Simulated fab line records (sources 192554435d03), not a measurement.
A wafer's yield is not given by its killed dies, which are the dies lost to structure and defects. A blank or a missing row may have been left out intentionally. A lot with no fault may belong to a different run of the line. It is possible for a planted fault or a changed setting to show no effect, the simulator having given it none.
Which tool did it? :: flow n5-finfet :: 72 wafers from 24 lots sampled at 5 of the route's 1938 steps

== WHAT THE GAUGES READ, wafer by wafer ==
N5_DUMMY_GATE_THK_MEAS_05. Usual: 71.4 nm for thk-nm, sd 1.1.
lot: L074
measured: day 2 19:02
on: film-metro-02
thk-nm (nm): 70.4 70.2 71.6
flag: 

lot: L075
measured: day 2 23:38
on: film-metro-02
thk-nm (nm): 73.4 73.1 74.2
flag: 

lot: L076
measured: day 3 04:43
on: film-metro-01
thk-nm (nm): 71.6 73.1 71.3
flag: 

lot: L077
measured: day 3 12:38
on: film-metro-02
thk-nm (nm): 71.5 71.8 71.4
flag: 

lot: L078
measured: day 3 19:14
on: film-metro-02
thk-nm (nm): 70.4 70.1 72.2
flag: 

lot: L079
measured: day 3 23:50
on: film-metro-01
thk-nm (nm): 71.5 70.7 73.4
flag: 

lot: L080
measured: day 4 05:10
on: film-metro-02
thk-nm (nm): 71.4 72.0 72.8
flag: 

lot: L081
measured: day 4 13:51
on: film-metro-01
thk-nm (nm): 71.6 73.8 71.7
flag: 

lot: L082
measured: day 4 16:53
on: film-metro-02
thk-nm (nm): 71.6 72.7 72.8
flag: 

lot: L083
measured: day 4 23:08
on: film-metro-01
thk-nm (nm): 71.2 70.6 73.3
flag: 

lot: L084
measured: day 5 06:52
on: film-metro-02
thk-nm (nm): 71.0 72.2 72.1
flag: 

lot: L085
measured: day 5 14:47
on: film-metro-02
thk-nm (nm): 71.1 71.6 70.2
flag: 

lot: L086
measured: day 5 19:29
on: film-metro-01
thk-nm (nm): 70.9 72.6 70.9
flag: 

lot: L087
measured: day 6 00:01
on: film-metro-01
thk-nm (nm): 71.1 70.5 71.2
flag: 

lot: L088
measured: day 6 07:07
on: film-metro-02
thk-nm (nm): 70.8 70.4 71.9
flag: 

lot: L089
measured: day 6 15:09
on: film-metro-01
thk-nm (nm): 71.5 71.3 72.7
flag: 

lot: L090
measured: day 6 16:00
on: film-metro-02
thk-nm (nm): 69.9 71.9 69.4
flag: 

lot: L091
measured: day 6 23:41
on: film-metro-01
thk-nm (nm): 68.8 68.8 72.3
flag: 

lot: L092
measured: day 7 05:43
on: film-metro-01
thk-nm (nm): 71.9 70.5 70.6
flag: 

lot: L093
measured: day 7 12:17
on: film-metro-01
thk-nm (nm): 71.8 71.3 73.1
flag: 

lot: L094
measured: day 7 16:39
on: film-metro-02
thk-nm (nm): 70.6 70.3 71.1
flag: 

lot: L095
measured: day 7 22:42
on: film-metro-02
thk-nm (nm): 73.0 71.3 71.0
flag: 

lot: L096
measured: day 8 06:19
on: film-metro-01
thk-nm (nm): 72.8 70.3 70.4
flag: 

lot: L097
measured: day 8 11:20
on: film-metro-02
thk-nm (nm): 71.6 72.6 71.1
flag: 

== EACH LOT AND THE TOOL THAT RAN IT (in order: tool; ch and the chambers of the sampled wafers; start) ==
lot: L074
N5_FIN_CUT_PRECLEAN_35: vapor-etch-02 ch 0,1, day 2 02:55
N5_FIN_CUT_STRIP_22: rie-diel-03 ch 0,1,2, day 2 03:07
N5_STI_FIN_REVEAL_ALD_00: ald-sin-02 ch 0,1,2, day 2 04:09
N5_STI_FIN_REVEAL_ETCHBACK_08: rie-diel-04 ch 0,1,2, day 2 09:50

lot: L075
N5_FIN_CUT_PRECLEAN_35: vapor-etch-02 ch 0,1, day 2 09:46
N5_FIN_CUT_STRIP_22: rie-diel-05 ch 0,1, day 2 09:58
N5_STI_FIN_REVEAL_ALD_00: ald-sin-03 ch 0,1, day 2 10:09
N5_STI_FIN_REVEAL_ETCHBACK_08: rie-diel-04 ch 1,2,3, day 2 15:53

lot: L076
N5_FIN_CUT_PRECLEAN_35: vapor-etch-01 ch 0,1, day 2 15:11
N5_FIN_CUT_STRIP_22: rie-diel-03 ch 0,3, day 2 15:23
N5_STI_FIN_REVEAL_ALD_00: ald-sin-01 ch 2,3, day 2 15:35
N5_STI_FIN_REVEAL_ETCHBACK_08: rie-diel-06 ch 0,1,2, day 2 21:13

lot: L077
N5_FIN_CUT_PRECLEAN_35: vapor-etch-02 ch 0,1, day 2 22:10
N5_FIN_CUT_STRIP_22: rie-diel-05 ch 0,3, day 2 22:22
N5_STI_FIN_REVEAL_ALD_00: ald-sin-03 ch 1,2, day 2 22:34
N5_STI_FIN_REVEAL_ETCHBACK_08: rie-diel-04 ch 0,1,2, day 3 04:14

lot: L078
N5_FIN_CUT_PRECLEAN_35: vapor-etch-01 ch 0,1, day 3 03:12
N5_FIN_CUT_STRIP_22: rie-diel-01 ch 0,3, day 3 03:36
N5_STI_FIN_REVEAL_ALD_00: ald-sin-01 ch 1,3, day 3 03:47
N5_STI_FIN_REVEAL_ETCHBACK_08: rie-diel-02 ch 1, day 3 10:04

lot: L079
N5_FIN_CUT_PRECLEAN_35: vapor-etch-02 ch 0,1, day 3 09:24
N5_FIN_CUT_STRIP_22: rie-diel-03 ch 0,1,2, day 3 09:40
N5_STI_FIN_REVEAL_ALD_00: ald-sin-01 ch 2,3, day 3 09:52
N5_STI_FIN_REVEAL_ETCHBACK_08: rie-diel-04 ch 0,1,2, day 3 16:08

lot: L080
N5_FIN_CUT_PRECLEAN_35: vapor-etch-01 ch 0,1, day 3 15:08
N5_FIN_CUT_STRIP_22: rie-diel-03 ch 1,3, day 3 15:20
N5_STI_FIN_REVEAL_ALD_00: ald-sin-02 ch 0,1,3, day 3 15:32
N5_STI_FIN_REVEAL_ETCHBACK_08: rie-diel-06 ch 1,3, day 3 21:50

lot: L081
N5_FIN_CUT_PRECLEAN_35: vapor-etch-02 ch 0,1, day 3 23:51
N5_FIN_CUT_STRIP_22: rie-diel-01 ch 0,3, day 4 00:05
N5_STI_FIN_REVEAL_ALD_00: ald-sin-02 ch 0,2,3, day 4 00:17
N5_STI_FIN_REVEAL_ETCHBACK_08: rie-diel-02 ch 0,1,2, day 4 06:35

lot: L082
N5_FIN_CUT_PRECLEAN_35: vapor-etch-01 ch 0,1, day 4 03:13
N5_FIN_CUT_STRIP_22: rie-diel-03 ch 1,2,3, day 4 03:31
N5_STI_FIN_REVEAL_ALD_00: ald-sin-03 ch 0,1,2, day 4 03:43
N5_STI_FIN_REVEAL_ETCHBACK_08: rie-diel-06 ch 0,1,3, day 4 09:40

lot: L083
N5_FIN_CUT_PRECLEAN_35: vapor-etch-02 ch 0,1, day 4 09:46
N5_FIN_CUT_STRIP_22: rie-diel-03 ch 2,3, day 4 10:03
N5_STI_FIN_REVEAL_ALD_00: ald-sin-03 ch 0,2,3, day 4 10:15
N5_STI_FIN_REVEAL_ETCHBACK_08: rie-diel-06 ch 0,1,3, day 4 15:53

lot: L084
N5_FIN_CUT_PRECLEAN_35: vapor-etch-01 ch 0,1, day 4 15:46
N5_FIN_CUT_STRIP_22: rie-diel-05 ch 0,2,3, day 4 15:57
N5_STI_FIN_REVEAL_ALD_00: ald-sin-03 ch 0,1,2, day 4 17:34
N5_STI_FIN_REVEAL_ETCHBACK_08: rie-diel-02 ch 0,2,3, day 4 23:25

lot: L085
N5_FIN_CUT_PRECLEAN_35: vapor-etch-01 ch 0, day 5 01:18
N5_FIN_CUT_STRIP_22: rie-diel-03 ch 0,1,2, day 5 01:34
N5_STI_FIN_REVEAL_ALD_00: ald-sin-01 ch 0,2,3, day 5 01:50
N5_STI_FIN_REVEAL_ETCHBACK_08: rie-diel-04 ch 0,1,2, day 5 07:27

lot: L086
N5_FIN_CUT_PRECLEAN_35: vapor-etch-02 ch 0,1, day 5 04:18
N5_FIN_CUT_STRIP_22: rie-diel-01 ch 1,2,3, day 5 04:31
N5_STI_FIN_REVEAL_ALD_00: ald-sin-03 ch 0,2,3, day 5 04:43
N5_STI_FIN_REVEAL_ETCHBACK_08: rie-diel-06 ch 0,3, day 5 10:23

lot: L087
N5_FIN_CUT_PRECLEAN_35: vapor-etch-01 ch 0,1, day 5 10:27
N5_FIN_CUT_STRIP_22: rie-diel-05 ch 0,1,2, day 5 10:39
N5_STI_FIN_REVEAL_ALD_00: ald-sin-02 ch 0,1,3, day 5 10:51
N5_STI_FIN_REVEAL_ETCHBACK_08: rie-diel-04 ch 0,2, day 5 16:32

lot: L088
N5_FIN_CUT_PRECLEAN_35: vapor-etch-01 ch 0,1, day 5 15:25
N5_FIN_CUT_STRIP_22: rie-diel-05 ch 0,3, day 5 15:40
N5_STI_FIN_REVEAL_ALD_00: ald-sin-02 ch 0,1,2, day 5 17:02
N5_STI_FIN_REVEAL_ETCHBACK_08: rie-diel-04 ch 0,1,2, day 5 22:41

lot: L089
N5_FIN_CUT_PRECLEAN_35: vapor-etch-02 ch 0,1, day 6 01:43
N5_FIN_CUT_STRIP_22: rie-diel-03 ch 1,2, day 6 01:55
N5_STI_FIN_REVEAL_ALD_00: ald-sin-03 ch 0,1,3, day 6 02:11
N5_STI_FIN_REVEAL_ETCHBACK_08: rie-diel-02 ch 2,3, day 6 07:52

lot: L090
N5_FIN_CUT_PRECLEAN_35: vapor-etch-01 ch 0,1, day 6 02:42
N5_FIN_CUT_STRIP_22: rie-diel-05 ch 0,2,3, day 6 02:55
N5_STI_FIN_REVEAL_ALD_00: ald-sin-02 ch 0,2,3, day 6 03:07
N5_STI_FIN_REVEAL_ETCHBACK_08: rie-diel-04 ch 0,1, day 6 08:47

lot: L091
N5_FIN_CUT_PRECLEAN_35: vapor-etch-02 ch 0,1, day 6 09:43
N5_FIN_CUT_STRIP_22: rie-diel-03 ch 0,1,2, day 6 09:57
N5_STI_FIN_REVEAL_ALD_00: ald-sin-01 ch 0,1,2, day 6 10:09
N5_STI_FIN_REVEAL_ETCHBACK_08: rie-diel-02 ch 0,1,2, day 6 16:22

lot: L092
N5_FIN_CUT_PRECLEAN_35: vapor-etch-01 ch 0,1, day 6 15:37
N5_FIN_CUT_STRIP_22: rie-diel-05 ch 0,3, day 6 15:57
N5_STI_FIN_REVEAL_ALD_00: ald-sin-02 ch 0,1,3, day 6 16:09
N5_STI_FIN_REVEAL_ETCHBACK_08: rie-diel-04 ch 1,2,3, day 6 22:22

lot: L093
N5_FIN_CUT_PRECLEAN_35: vapor-etch-01 ch 0,1, day 6 21:49
N5_FIN_CUT_STRIP_22: rie-diel-03 ch 0,2,3, day 6 22:02
N5_STI_FIN_REVEAL_ALD_00: ald-sin-02 ch 0,3, day 6 23:14
N5_STI_FIN_REVEAL_ETCHBACK_08: rie-diel-02 ch 2,3, day 7 05:04

lot: L094
N5_FIN_CUT_PRECLEAN_35: vapor-etch-01 ch 1, day 7 03:25
N5_FIN_CUT_STRIP_22: rie-diel-01 ch 2,3, day 7 03:37
N5_STI_FIN_REVEAL_ALD_00: ald-sin-03 ch 0,2, day 7 03:48
N5_STI_FIN_REVEAL_ETCHBACK_08: rie-diel-04 ch 0,1,3, day 7 09:26

lot: L095
N5_FIN_CUT_PRECLEAN_35: vapor-etch-02 ch 0,1, day 7 09:21
N5_FIN_CUT_STRIP_22: rie-diel-01 ch 0,1,3, day 7 09:34
N5_STI_FIN_REVEAL_ALD_00: ald-sin-02 ch 1,2,3, day 7 09:45
N5_STI_FIN_REVEAL_ETCHBACK_08: rie-diel-04 ch 0,1,3, day 7 15:23

lot: L096
N5_FIN_CUT_PRECLEAN_35: vapor-etch-01 ch 0,1, day 7 15:08
N5_FIN_CUT_STRIP_22: rie-diel-03 ch 0,1,2, day 7 15:20
N5_STI_FIN_REVEAL_ALD_00: ald-sin-03 ch 0,1,3, day 7 15:32
N5_STI_FIN_REVEAL_ETCHBACK_08: rie-diel-06 ch 0,2,3, day 7 21:16

lot: L097
N5_FIN_CUT_PRECLEAN_35: vapor-etch-02 ch 0,1, day 7 21:16
N5_FIN_CUT_STRIP_22: rie-diel-01 ch 1,3, day 7 21:28
N5_STI_FIN_REVEAL_ALD_00: ald-sin-02 ch 1,2,3, day 7 21:43
N5_STI_FIN_REVEAL_ETCHBACK_08: rie-diel-04 ch 0,1,3, day 8 03:37
- N5_FIN_CUT_PRECLEAN_35: cleans in vHF, time 13.3 s.
- N5_FIN_CUT_STRIP_22: strips in N2/H2.
- N5_STI_FIN_REVEAL_ALD_00: deposits SiO2, target thk 1 nm, pulse time 1 s.
- N5_STI_FIN_REVEAL_ETCHBACK_08: etches SiO2 in C4F6/O2, target depth 30.5 nm, time 10.167 s.

== WHAT THE TOOLS THEMSELVES READ (means of the sampled wafers that have a number; where no wafer has one, the mark that the record gives instead) ==
N5_FIN_CUT_PRECLEAN_35. Usual: 5.87 A for drypump-motor-current-A, sd 0.29.
lot: L074
tool: vapor-etch-02
drypump-motor-current-A (A): 5.81
flag: 

lot: L075
tool: vapor-etch-02
drypump-motor-current-A (A): 5.82
flag: 

lot: L076
tool: vapor-etch-01
drypump-motor-current-A (A): 6.04
flag: 

lot: L077
tool: vapor-etch-02
drypump-motor-current-A (A): 5.82
flag: 

lot: L078
tool: vapor-etch-01
drypump-motor-current-A (A): 5.83
flag: 

lot: L079
tool: vapor-etch-02
drypump-motor-current-A (A): 5.81
flag: 

lot: L080
tool: vapor-etch-01
drypump-motor-current-A (A): 6.05
flag: 

lot: L081
tool: vapor-etch-02
drypump-motor-current-A (A): 5.80
flag: 

lot: L082
tool: vapor-etch-01
drypump-motor-current-A (A): 6.03
flag: 

lot: L083
tool: vapor-etch-02
drypump-motor-current-A (A): 5.82
flag: 

lot: L084
tool: vapor-etch-01
drypump-motor-current-A (A): 5.79
flag: 

lot: L085
tool: vapor-etch-01
drypump-motor-current-A (A): 5.55
flag: 

lot: L086
tool: vapor-etch-02
drypump-motor-current-A (A): 5.82
flag: 

lot: L087
tool: vapor-etch-01
drypump-motor-current-A (A): 5.80
flag: 

lot: L088
tool: vapor-etch-01
drypump-motor-current-A (A): 5.80
flag: 

lot: L089
tool: vapor-etch-02
drypump-motor-current-A (A): 5.82
flag: 

lot: L090
tool: vapor-etch-01
drypump-motor-current-A (A): 6.07
flag: 

lot: L091
tool: vapor-etch-02
drypump-motor-current-A (A): 5.78
flag: 

lot: L092
tool: vapor-etch-01
drypump-motor-current-A (A): 5.79
flag: 

lot: L093
tool: vapor-etch-01
drypump-motor-current-A (A): 6.07
flag: 

lot: L094
tool: vapor-etch-01
drypump-motor-current-A (A): 6.29
flag: 

lot: L095
tool: vapor-etch-02
drypump-motor-current-A (A): 5.81
flag: 

lot: L096
tool: vapor-etch-01
drypump-motor-current-A (A): 5.80
flag: 

lot: L097
tool: vapor-etch-02
drypump-motor-current-A (A): 5.80
flag: 

N5_FIN_CUT_STRIP_22. Usual: drypump-motor-current-A 5.6 A, standard deviation 0.48; oes-product-au 0.80 a.u., standard deviation 0.085; rf-vpp-V 54.5 V, standard deviation 2.3; showerhead-plenum-p-Torr 3.37 Torr, standard deviation 0.13; throttle-valve-pct 18.9 %, standard deviation 0.44.
lot: L074
tool: rie-diel-03
drypump-motor-current-A (A): 5.7
oes-product-au (a.u.): 0.76
rf-vpp-V (V): 54.1
showerhead-plenum-p-Torr (Torr): 3.32
throttle-valve-pct (%): 19.0
flag: 

lot: L075
tool: rie-diel-05
drypump-motor-current-A (A): 5.9
oes-product-au (a.u.): 0.87
rf-vpp-V (V): 53.1
showerhead-plenum-p-Torr (Torr): 3.43
throttle-valve-pct (%): 18.6
flag: 

lot: L076
tool: rie-diel-03
drypump-motor-current-A (A): 5.7
oes-product-au (a.u.): 0.75
rf-vpp-V (V): 56.0
showerhead-plenum-p-Torr (Torr): 3.42
throttle-valve-pct (%): 19.2
flag: 

lot: L077
tool: rie-diel-05
drypump-motor-current-A (A): 5.7
oes-product-au (a.u.): 0.77
rf-vpp-V (V): 53.5
showerhead-plenum-p-Torr (Torr): 3.24
throttle-valve-pct (%): 18.6
flag: 

lot: L078
tool: rie-diel-01
drypump-motor-current-A (A): 5.1
oes-product-au (a.u.): 0.85
rf-vpp-V (V): 52.8
showerhead-plenum-p-Torr (Torr): 3.38
throttle-valve-pct (%): 19.1
flag: 

lot: L079
tool: rie-diel-03
drypump-motor-current-A (A): 5.7
oes-product-au (a.u.): 0.85
rf-vpp-V (V): 54.4
showerhead-plenum-p-Torr (Torr): 3.31
throttle-valve-pct (%): 18.9
flag: 

lot: L080
tool: rie-diel-03
drypump-motor-current-A (A): 5.7
oes-product-au (a.u.): 0.82
rf-vpp-V (V): 55.1
showerhead-plenum-p-Torr (Torr): 3.43
throttle-valve-pct (%): 19.1
flag: 

lot: L081
tool: rie-diel-01
drypump-motor-current-A (A): 5.1
oes-product-au (a.u.): 0.84
rf-vpp-V (V): 54.2
showerhead-plenum-p-Torr (Torr): 3.38
throttle-valve-pct (%): 19.1
flag: 

lot: L082
tool: rie-diel-03
drypump-motor-current-A (A): 5.6
oes-product-au (a.u.): 0.84
rf-vpp-V (V): 54.6
showerhead-plenum-p-Torr (Torr): 3.34
throttle-valve-pct (%): 18.8
flag: 

lot: L083
tool: rie-diel-03
drypump-motor-current-A (A): 5.2
oes-product-au (a.u.): 0.77
rf-vpp-V (V): 54.7
showerhead-plenum-p-Torr (Torr): 3.30
throttle-valve-pct (%): 18.5
flag: 

lot: L084
tool: rie-diel-05
drypump-motor-current-A (A): 6.1
oes-product-au (a.u.): 0.79
rf-vpp-V (V): 52.9
showerhead-plenum-p-Torr (Torr): 3.38
throttle-valve-pct (%): 18.5
flag: 

lot: L085
tool: rie-diel-03
drypump-motor-current-A (A): 5.7
oes-product-au (a.u.): 0.82
rf-vpp-V (V): 53.4
showerhead-plenum-p-Torr (Torr): 3.31
throttle-valve-pct (%): 18.9
flag: 

lot: L086
tool: rie-diel-01
drypump-motor-current-A (A): 5.4
oes-product-au (a.u.): 0.78
rf-vpp-V (V): 55.5
showerhead-plenum-p-Torr (Torr): 3.33
throttle-valve-pct (%): 19.0
flag: 

lot: L087
tool: rie-diel-05
drypump-motor-current-A (A): 6.1
oes-product-au (a.u.): 0.83
rf-vpp-V (V): 53.7
showerhead-plenum-p-Torr (Torr): 3.41
throttle-valve-pct (%): 18.6
flag: 

lot: L088
tool: rie-diel-05
drypump-motor-current-A (A): 5.6
oes-product-au (a.u.): 0.76
rf-vpp-V (V): 54.6
showerhead-plenum-p-Torr (Torr): 3.23
throttle-valve-pct (%): 18.6
flag: 

lot: L089
tool: rie-diel-03
drypump-motor-current-A (A): 5.8
oes-product-au (a.u.): 0.88
rf-vpp-V (V): 54.1
showerhead-plenum-p-Torr (Torr): 3.29
throttle-valve-pct (%): 18.8
flag: 

lot: L090
tool: rie-diel-05
drypump-motor-current-A (A): 6.1
oes-product-au (a.u.): 0.78
rf-vpp-V (V): 53.1
showerhead-plenum-p-Torr (Torr): 3.37
throttle-valve-pct (%): 18.5
flag: 

lot: L091
tool: rie-diel-03
drypump-motor-current-A (A): 5.7
oes-product-au (a.u.): 0.82
rf-vpp-V (V): 54.7
showerhead-plenum-p-Torr (Torr): 3.30
throttle-valve-pct (%): 18.9
flag: 

lot: L092
tool: rie-diel-05
drypump-motor-current-A (A): 5.7
oes-product-au (a.u.): 0.77
rf-vpp-V (V): 57.1
showerhead-plenum-p-Torr (Torr): 3.23
throttle-valve-pct (%): 18.6
flag: 

lot: L093
tool: rie-diel-03
drypump-motor-current-A (A): 5.5
oes-product-au (a.u.): 0.74
rf-vpp-V (V): 53.5
showerhead-plenum-p-Torr (Torr): 3.34
throttle-valve-pct (%): 18.9
flag: 

lot: L094
tool: rie-diel-01
drypump-motor-current-A (A): 5.2
oes-product-au (a.u.): 0.69
rf-vpp-V (V): 53.8
showerhead-plenum-p-Torr (Torr): 3.25
throttle-valve-pct (%): 19.1
flag: 

lot: L095
tool: rie-diel-01
drypump-motor-current-A (A): 5.4
oes-product-au (a.u.): 0.82
rf-vpp-V (V): 53.8
showerhead-plenum-p-Torr (Torr): 3.35
throttle-valve-pct (%): 18.9
flag: 

lot: L096
tool: rie-diel-03
drypump-motor-current-A (A): 5.7
oes-product-au (a.u.): 0.81
rf-vpp-V (V): 53.0
showerhead-plenum-p-Torr (Torr): 3.30
throttle-valve-pct (%): 18.9
flag: 

lot: L097
tool: rie-diel-01
drypump-motor-current-A (A): 5.6
oes-product-au (a.u.): 0.81
rf-vpp-V (V): 53.0
showerhead-plenum-p-Torr (Torr): 3.35
throttle-valve-pct (%): 18.7
flag: 

N5_STI_FIN_REVEAL_ALD_00. Usual: heater-power-w 488 W, standard deviation 48; precursor-pulse-height-rel 0.999, standard deviation 0.02.
lot: L074
tool: ald-sin-02
heater-power-w (W): 480
precursor-pulse-height-rel: 0.994
flag: 

lot: L075
tool: ald-sin-03
heater-power-w (W): 556
precursor-pulse-height-rel: 1.021
flag: 

lot: L076
tool: ald-sin-01
heater-power-w (W): 395
precursor-pulse-height-rel: 0.982
flag: 

lot: L077
tool: ald-sin-03
heater-power-w (W): 499
precursor-pulse-height-rel: 1.007
flag: 

lot: L078
tool: ald-sin-01
heater-power-w (W): 448
precursor-pulse-height-rel: 0.992
flag: 

lot: L079
tool: ald-sin-01
heater-power-w (W): 385
precursor-pulse-height-rel: 0.981
flag: 

lot: L080
tool: ald-sin-02
heater-power-w (W): 494
precursor-pulse-height-rel: 1.001
flag: 

lot: L081
tool: ald-sin-02
heater-power-w (W): 502
precursor-pulse-height-rel: 1.002
flag: 

lot: L082
tool: ald-sin-03
heater-power-w (W): 538
precursor-pulse-height-rel: 0.978
flag: 

lot: L083
tool: ald-sin-03
heater-power-w (W): 530
precursor-pulse-height-rel: 0.993
flag: 

lot: L084
tool: ald-sin-03
heater-power-w (W): 532
precursor-pulse-height-rel: 0.984
flag: 

lot: L085
tool: ald-sin-01
heater-power-w (W): 425
precursor-pulse-height-rel: 0.994
flag: 

lot: L086
tool: ald-sin-03
heater-power-w (W): 534
precursor-pulse-height-rel: 1.003
flag: 

lot: L087
tool: ald-sin-02
heater-power-w (W): 480
precursor-pulse-height-rel: 0.982
flag: 

lot: L088
tool: ald-sin-02
heater-power-w (W): 470
precursor-pulse-height-rel: 1.011
flag: 

lot: L089
tool: ald-sin-03
heater-power-w (W): 533
precursor-pulse-height-rel: 1.014
flag: 

lot: L090
tool: ald-sin-02
heater-power-w (W): 473
precursor-pulse-height-rel: 0.998
flag: 

lot: L091
tool: ald-sin-01
heater-power-w (W): 439
precursor-pulse-height-rel: 0.990
flag: 

lot: L092
tool: ald-sin-02
heater-power-w (W): 485
precursor-pulse-height-rel: 1.007
flag: 

lot: L093
tool: ald-sin-02
heater-power-w (W): 490
precursor-pulse-height-rel: 1.001
flag: 

lot: L094
tool: ald-sin-03
heater-power-w (W): 528
precursor-pulse-height-rel: 1.005
flag: 

lot: L095
tool: ald-sin-02
heater-power-w (W): 489
precursor-pulse-height-rel: 1.010
flag: 

lot: L096
tool: ald-sin-03
heater-power-w (W): 539
precursor-pulse-height-rel: 0.979
flag: 

lot: L097
tool: ald-sin-02
heater-power-w (W): 489
precursor-pulse-height-rel: 1.006
flag: 

N5_STI_FIN_REVEAL_ETCHBACK_08. Usual: drypump-motor-current-A 5.8 A, standard deviation 0.4; oes-product-au 0.79 a.u., standard deviation 0.091; rf-vpp-V 663 V, standard deviation 9.9; showerhead-plenum-p-Torr 2.85 Torr, standard deviation 0.079; throttle-valve-pct 21.32 %, standard deviation 0.22.
lot: L074
tool: rie-diel-04
drypump-motor-current-A (A): 6.0
oes-product-au (a.u.): 0.88
rf-vpp-V (V): 667
showerhead-plenum-p-Torr (Torr): 2.81
throttle-valve-pct (%): 21.10
flag: 

lot: L075
tool: rie-diel-04
drypump-motor-current-A (A): 5.8
oes-product-au (a.u.): 0.84
rf-vpp-V (V): 670
showerhead-plenum-p-Torr (Torr): 2.83
throttle-valve-pct (%): 21.19
flag: 

lot: L076
tool: rie-diel-06
drypump-motor-current-A (A): 5.8
oes-product-au (a.u.): 0.72
rf-vpp-V (V): 658
showerhead-plenum-p-Torr (Torr): 2.88
throttle-valve-pct (%): 21.44
flag: 

lot: L077
tool: rie-diel-04
drypump-motor-current-A (A): 6.0
oes-product-au (a.u.): 0.86
rf-vpp-V (V): 666
showerhead-plenum-p-Torr (Torr): 2.81
throttle-valve-pct (%): 21.09
flag: 

lot: L078
tool: rie-diel-02
drypump-motor-current-A (A): 5.5
oes-product-au (a.u.): 0.74
rf-vpp-V (V): 634
showerhead-plenum-p-Torr (Torr): 2.96
throttle-valve-pct (%): 21.39
flag: 

lot: L079
tool: rie-diel-04
drypump-motor-current-A (A): 6.0
oes-product-au (a.u.): 0.85
rf-vpp-V (V): 667
showerhead-plenum-p-Torr (Torr): 2.81
throttle-valve-pct (%): 21.10
flag: 

lot: L080
tool: rie-diel-06
drypump-motor-current-A (A): 6.0
oes-product-au (a.u.): 0.70
rf-vpp-V (V): 661
showerhead-plenum-p-Torr (Torr): 2.91
throttle-valve-pct (%): 21.62
flag: 

lot: L081
tool: rie-diel-02
drypump-motor-current-A (A): 5.3
oes-product-au (a.u.): 0.82
rf-vpp-V (V): 654
showerhead-plenum-p-Torr (Torr): 2.92
throttle-valve-pct (%): 21.38
flag: 

lot: L082
tool: rie-diel-06
drypump-motor-current-A (A): 6.0
oes-product-au (a.u.): 0.71
rf-vpp-V (V): 660
showerhead-plenum-p-Torr (Torr): 2.90
throttle-valve-pct (%): 21.55
flag: 

lot: L083
tool: rie-diel-06
drypump-motor-current-A (A): 6.0
oes-product-au (a.u.): 0.70
rf-vpp-V (V): 660
showerhead-plenum-p-Torr (Torr): 2.90
throttle-valve-pct (%): 21.54
flag: 

lot: L084
tool: rie-diel-02
drypump-motor-current-A (A): 5.4
oes-product-au (a.u.): 0.86
rf-vpp-V (V): 661
showerhead-plenum-p-Torr (Torr): 2.93
throttle-valve-pct (%): 21.27
flag: 

lot: L085
tool: rie-diel-04
drypump-motor-current-A (A): 6.0
oes-product-au (a.u.): 0.83
rf-vpp-V (V): 667
showerhead-plenum-p-Torr (Torr): 2.80
throttle-valve-pct (%): 21.13
flag: 

lot: L086
tool: rie-diel-06
drypump-motor-current-A (A): 6.0
oes-product-au (a.u.): 0.70
rf-vpp-V (V): 659
showerhead-plenum-p-Torr (Torr): 2.89
throttle-valve-pct (%): 21.48
flag: 

lot: L087
tool: rie-diel-04
drypump-motor-current-A (A): 6.3
oes-product-au (a.u.): 0.77
rf-vpp-V (V): 665
showerhead-plenum-p-Torr (Torr): 2.75
throttle-valve-pct (%): 21.12
flag: 

lot: L088
tool: rie-diel-04
drypump-motor-current-A (A): 6.0
oes-product-au (a.u.): 0.82
rf-vpp-V (V): 667
showerhead-plenum-p-Torr (Torr): 2.80
throttle-valve-pct (%): 21.13
flag: 

lot: L089
tool: rie-diel-02
drypump-motor-current-A (A): 5.3
oes-product-au (a.u.): 0.78
rf-vpp-V (V): 657
showerhead-plenum-p-Torr (Torr): 2.90
throttle-valve-pct (%): 21.22
flag: 

lot: L090
tool: rie-diel-04
drypump-motor-current-A (A): 5.9
oes-product-au (a.u.): 0.84
rf-vpp-V (V): 667
showerhead-plenum-p-Torr (Torr): 2.81
throttle-valve-pct (%): 21.18
flag: 

lot: L091
tool: rie-diel-02
drypump-motor-current-A (A): 5.3
oes-product-au (a.u.): 0.78
rf-vpp-V (V): 653
showerhead-plenum-p-Torr (Torr): 2.91
throttle-valve-pct (%): 21.41
flag: 

lot: L092
tool: rie-diel-04
drypump-motor-current-A (A): 5.8
oes-product-au (a.u.): 0.79
rf-vpp-V (V): 670
showerhead-plenum-p-Torr (Torr): 2.82
throttle-valve-pct (%): 21.25
flag: 

lot: L093
tool: rie-diel-02
drypump-motor-current-A (A): 5.5
oes-product-au (a.u.): 0.82
rf-vpp-V (V): 656
showerhead-plenum-p-Torr (Torr): 2.95
throttle-valve-pct (%): 21.15
flag: 

lot: L094
tool: rie-diel-04
drypump-motor-current-A (A): 5.7
oes-product-au (a.u.): 0.80
rf-vpp-V (V): 672
showerhead-plenum-p-Torr (Torr): 2.83
throttle-valve-pct (%): 21.29
flag: 

lot: L095
tool: rie-diel-04
drypump-motor-current-A (A): 5.8
oes-product-au (a.u.): 0.80
rf-vpp-V (V): 670
showerhead-plenum-p-Torr (Torr): 2.83
throttle-valve-pct (%): 21.29
flag: 

lot: L096
tool: rie-diel-06
drypump-motor-current-A (A): 5.7
oes-product-au (a.u.): 0.70
rf-vpp-V (V): 659
showerhead-plenum-p-Torr (Torr): 2.82
throttle-valve-pct (%): 21.59
flag: 

lot: L097
tool: rie-diel-04
drypump-motor-current-A (A): 5.7
oes-product-au (a.u.): 0.80
rf-vpp-V (V): 671
showerhead-plenum-p-Torr (Torr): 2.83
throttle-valve-pct (%): 21.30
flag: 

== THE ANSWER, worked out from the rows above alone ==
Rule: take the mean of a lot's wafers that have a number; if it is more than 3 standard deviations from the usual mean, the lot is off. Also off: a lot with no number at a reading for which 4 or more lots have one. Where the step has rows for the other lots, those lots are counted as sound. Order of review: gauges by route order, followed by the tools' own readings, for which a lot's mean as printed above is used. The first step at which some lot is off is used, and at that step the reading that is off furthest; a lot without a number counts as furthest.
Nothing can be told from this: no lot is off at any reading shown.

== WHAT HAD BEEN PUT IN BY THE SIMULATOR ==
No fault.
